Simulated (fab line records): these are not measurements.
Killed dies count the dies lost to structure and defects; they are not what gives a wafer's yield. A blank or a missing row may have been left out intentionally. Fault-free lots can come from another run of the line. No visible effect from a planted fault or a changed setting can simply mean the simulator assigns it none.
Chamber matching + flow n5 finfet + N5_FIN_SAQP_HM_DEP_72 on pecvd-03 has 3 sister chambers
The step deposits SiO2 from SiH4/N2O, target thk 12 nm, time 7.2 s. 16 wafers are shown with their chamber, then 8 later ones without.

WAFERS PAIRED WITH THEIR CHAMBERS
| wafer  | chamber | showerhead plenum p Torr (Torr) | heater power w (W) |
|--------|---------|---------------------------------|--------------------|
| L079.2 | 1       | 8.00                            | 705                |
| L079.4 | 0       | 8.26                            | 548                |
| L079.5 | 2       | 8.05                            | 777                |
| L084.1 | 1       | 7.99                            | 791                |
| L084.2 | 2       | 8.07                            | 781                |
| L084.5 | 2       | 8.07                            | 760                |
| L087.2 | 1       | 8.00                            | 784                |
| L087.4 | 0       | 8.26                            | 546                |
| L087.6 | 2       | 8.07                            | 731                |
| L089.1 | 2       | 8.06                            | 702                |
| L089.3 | 0       | 8.25                            | 570                |
| L089.6 | 1       | 7.98                            | 826                |
| L091.3 | 0       | 8.24                            | 549                |
| L091.4 | 2       | 8.08                            | 758                |
| L091.6 | 0       | 8.28                            | 547                |
| L092.2 | 1       | 7.97                            | 797                |

SIGNATURES (means of the wafers above)
| reading                  | chamber 0 | chamber 1 | chamber 2 | scatter within a chamber |
|--------------------------|-----------|-----------|-----------|--------------------------|
| showerhead plenum p Torr | 8.2580    | 7.9880    | 8.0667    | 0.0127                   |
| heater power w           | 552.00    | 780.60    | 751.50    | 31.7                     |
Rule: a wafer lies at a distance from a chamber equal to the root of the sum of squares, over the readings, of (its reading less the chamber's mean, divided by the reading's scatter). The wafer belongs to the nearest chamber; if the next one is less than 2 further off, it can't be placed. The scatter: take each reading less its chamber's mean, square it, sum over the shown wafers, divide by the number of wafers less the number of chambers, and take the root.

WAFERS WHOSE CHAMBER IS MISSING
| wafer  | showerhead plenum p Torr (Torr) | heater power w (W) |
|--------|---------------------------------|--------------------|
| L092.3 | 8.07                            | 689                |
| L092.5 | 8.25                            | 598                |
| L095.1 | 8.05                            | 772                |
| L095.2 | 8.26                            | 629                |
| L095.3 | 7.99                            | 758                |
| L097.1 | 8.00                            | 747                |
| L097.3 | 8.08                            | 717                |
| L097.4 | 8.26                            | 593                |

THE CHAMBER EACH PASSED THROUGH
| wafer  | from the rows above | in truth |
|--------|---------------------|----------|
| L092.3 | 2                   | 2        |
| L092.5 | 0                   | 0        |
| L095.1 | 2                   | 2        |
| L095.2 | 0                   | 0        |
| L095.3 | 1                   | 1        |
| L097.1 | 1                   | 1        |
| L097.3 | 2                   | 2        |
| L097.4 | 0                   | 0        |
Placed correctly: 8 of 8. From these rows, 0 cannot be placed. Wrongly placed: 0.
